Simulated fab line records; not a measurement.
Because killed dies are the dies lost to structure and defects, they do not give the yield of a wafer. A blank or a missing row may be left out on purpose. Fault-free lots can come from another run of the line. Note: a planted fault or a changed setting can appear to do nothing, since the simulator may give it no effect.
Split-lot study ; flow n5Finfet ; route with 1938 steps; 7 lots, 21 wafers read

== SPLIT DETAILS ==
At N5_BEOL_M8_EXPOSE_08 (exposes mask M8), the setting doseMj was moved away from the recipe's 68.25 on 7 of the 21 wafers read, by -6.2% to +3.5%. All remaining wafers had this setting at the recipe value.

== FROM THE SPLIT TO THE READING: what the file shows between them, 2 steps ==
- N5_BEOL_M8_PEB_09: peb time 60 s
- N5_BEOL_M8_DEVELOP_10: develop time 30 s

== THE READING ==
At N5_BEOL_M8_CD_MEAS_11: cdNm in nanometres, against a target cd of 38.5 nm. A value of 38.5 nm with a standard deviation of 0.67 nm is what fault-free wafers of this fab line usually give.

wafer;tool, chamber at the split;doseMj as run;against the recipe;cdNm, nm;against lot-mates on the recipe
L077.1;arfiScanner-01, 0;65.71;-3.7%;37.6;-1.5
L077.2;arfiScanner-01, 0;68.25;recipe;39.1;-
L077.3;arfiScanner-01, 0;65.71;-3.7%;37.6;-1.5
L076.2;arfiScanner-03, 0;68.25;recipe;38.1;-
L076.4;arfiScanner-03, 0;68.25;recipe;39.0;-
L076.6;arfiScanner-03, 0;68.25;recipe;38.2;-
L080.2;arfiScanner-03, 0;68.25;recipe;38.3;-
L080.4;arfiScanner-03, 0;70.62;+3.5%;41.7;+3.4
L080.5;arfiScanner-03, 0;70.62;+3.5%;39.7;+1.4
L090.3;arfiScanner-01, 0;66.43;-2.7%;37.6;-1.3
L090.4;arfiScanner-01, 0;66.43;-2.7%;37.2;-1.7
L090.6;arfiScanner-01, 0;68.25;recipe;38.9;-
L093.1;arfiScanner-03, 0;64.03;-6.2%;34.6;-3.1
L093.4;arfiScanner-03, 0;68.25;recipe;37.3;-
L093.5;arfiScanner-03, 0;68.25;recipe;38.1;-
L094.1;arfiScanner-03, 0;68.25;recipe;38.6;-
L094.3;arfiScanner-03, 0;68.25;recipe;38.3;-
L094.5;arfiScanner-03, 0;68.25;recipe;38.7;-
L097.2;arfiScanner-02, 0;68.25;recipe;38.6;-
L097.3;arfiScanner-02, 0;68.25;recipe;38.1;-
L097.4;arfiScanner-02, 0;68.25;recipe;38.3;-

THE FIT
A straight line over all 21 wafers: cdNm changes by +0.505 nm for each +1% of doseMj; r = +0.87; the points scatter about the line by 0.65 nm.
The same after taking each lot's own level away (the mean of its wafers on the recipe; 21 wafers): +0.539 nm for each +1%; r = +0.94; scatter 0.46 nm.
Per that fit: largest doseMj move, reading shift of 3.3 nm.
The lots' own levels span 37.70 to 39.10 nm, that is 2.1 times the standard deviation above.
Hence the lot-to-lot level has little effect on the slope; both slopes agree.
Check: for one of the wafers moved furthest among these (-6.2%), held out of the fit, the line's prediction against its lot-mates is -3.31 nm. Against them it came out at -3.1 nm.

== THE WHOLE CHAIN: every reading that the file lists as answering this split, in the file's order ==
step;what it does;reading;change (the file's fit);r (the file's)
N5_BEOL_M8_CD_MEAS_11;target cd 38.5 nm;cdNm;+0.524 nm for each +1% of the setting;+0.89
N5_BEOL_M8_ETCH_61;etches SiARC in CF4, target depth 45.5 nm, time 75.8 s;BEOL_M8.cdOffsetNm (the simulator's own value, which no gauge read);+0.476 nm for each +1% of the setting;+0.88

== FILE'S OWN FIT ==
cdNm changes by +0.524 nm for each +1% of doseMj, r = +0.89.
